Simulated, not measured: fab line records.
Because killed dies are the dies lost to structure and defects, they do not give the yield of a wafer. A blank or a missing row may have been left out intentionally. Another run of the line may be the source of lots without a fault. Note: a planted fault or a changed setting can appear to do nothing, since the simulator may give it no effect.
Split-lot experiment -- flow n5_finfet -- 7 lots, 39 wafers read, on a route of 1938 steps

THE SPLIT
At N5_FIN_SAQP_ETCH_52 (etches SOC in N2/H2, target depth 100 nm, overetch 20 nm, time 150 s), the setting source_w was moved away from the recipe's 840 W on 15 of the 39 wafers read, by -17.5% to +18.1%. All remaining wafers had this setting at the recipe value.

The reading comes from the split's own step.

THE READING
rf_vpp_V, in V, at N5_FIN_SAQP_ETCH_52 (etches SOC in N2/H2, target depth 100 nm, overetch 20 nm, time 150 s). Typical for fault-free wafers on this fab line: 523.6 V, with standard deviation 2.7 V.

wafer,"tool, chamber at the split","source_w as run, W",against the recipe,"rf_vpp_V, V",against lot-mates on the recipe
L076.1,"rie_diel-03, 0",840,recipe,521.1,-
L076.2,"rie_diel-03, 3",935,+11.3%,502.5,-18.9
L076.3,"rie_diel-03, 2",840,recipe,523.6,-
L076.4,"rie_diel-03, 2",935,+11.3%,505.7,-15.7
L076.5,"rie_diel-03, 0",840,recipe,519.6,-
L076.6,"rie_diel-03, 3",935,+11.3%,501.8,-19.6
L077.1,"rie_diel-03, 0",840,recipe,522.1,-
L077.2,"rie_diel-03, 1",992.4,+18.1%,496.9,-27.7
L077.3,"rie_diel-03, 2",840,recipe,524.4,-
L077.4,"rie_diel-03, 2",992.4,+18.1%,495.9,-28.7
L077.5,"rie_diel-03, 0",992.4,+18.1%,491.2,-33.4
L077.6,"rie_diel-03, 1",840,recipe,527.2,-
L084.1,"rie_diel-03, 3",840,recipe,528.6,-
L084.2,"rie_diel-03, 0",840,recipe,521.7,-
L084.6,"rie_diel-03, 3",840,recipe,528.6,-
L087.1,"rie_diel-02, 3",692.8,-17.5%,561.0,+39.6
L087.2,"rie_diel-02, 1",840,recipe,518.9,-
L087.3,"rie_diel-02, 2",840,recipe,526.9,-
L087.4,"rie_diel-02, 0",692.8,-17.5%,555.5,+34.1
L087.5,"rie_diel-02, 0",692.8,-17.5%,555.8,+34.4
L087.6,"rie_diel-02, 1",840,recipe,518.3,-
L090.1,"rie_diel-04, 3",989,+17.7%,493.4,-30.4
L090.2,"rie_diel-04, 0",840,recipe,523.2,-
L090.3,"rie_diel-04, 2",989,+17.7%,492.4,-31.4
L090.4,"rie_diel-04, 1",840,recipe,525.0,-
L090.5,"rie_diel-04, 0",840,recipe,523.2,-
L090.6,"rie_diel-04, 1",989,+17.7%,496.9,-26.9
L094.1,"rie_diel-04, 1",840,recipe,524.4,-
L094.2,"rie_diel-04, 0",840,recipe,523.1,-
L094.3,"rie_diel-04, 3",840,recipe,523.7,-
L094.4,"rie_diel-04, 2",840,recipe,519.3,-
L094.5,"rie_diel-04, 0",840,recipe,523.8,-
L094.6,"rie_diel-04, 1",840,recipe,524.8,-
L096.1,"rie_diel-02, 0",840,recipe,521.5,-
L096.2,"rie_diel-02, 1",840,recipe,528.2,-
L096.3,"rie_diel-02, 2",982,+16.9%,500.9,-25.5
L096.4,"rie_diel-02, 3",982,+16.9%,498.2,-28.2
L096.5,"rie_diel-02, 2",982,+16.9%,500.0,-26.4
L096.6,"rie_diel-02, 1",840,recipe,529.4,-

THE FIT
A straight line over all 39 wafers: rf_vpp_V changes by -1.7 V for each +1% of source_w; r = -0.98; the points scatter about the line by 3.3 V.
The same after taking each lot's own level away (the mean of its wafers on the recipe; 39 wafers): -1.76 V for each +1%; r = -0.99; scatter 2.9 V.
The reading moves by 32 V for the largest change in source_w, on that fit.
From 521.37 to 526.37 V: that is the span of the lots' own levels, equal to 1.9 times the standard deviation above.
Hence the lot-to-lot level has little effect on the slope; both slopes agree.
Check: for one of the wafers moved furthest among these (+18.1%), held out of the fit, the line's prediction against its lot-mates is -31.2 V. Against them it came out at -27.7 V.
Tool readings at the split's step, against how far the setting was moved: rf_vpp_V r = -0.98.

THE WHOLE CHAIN: every reading that the file lists as answering this split, in the file's order
step,what it does,reading,change (the file's fit),r (the file's)
N5_FIN_SAQP_ETCH_52,"etches SOC in N2/H2, target depth 100 nm, overetch 20 nm, time 150 s",rf_vpp_V,-1.72 V for each +1% of the setting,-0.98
N5_FIN_SAQP_ETCH_52,"etches SOC in N2/H2, target depth 100 nm, overetch 20 nm, time 150 s","SiARC_of_FIN_SAQP_COAT_50.thk_nm (the simulator's own value, which no gauge read)",-0.0387 nm for each +1% of the setting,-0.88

THE FILE'S OWN FIT
rf_vpp_V changes by -1.72 V for each +1% of source_w, r = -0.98.
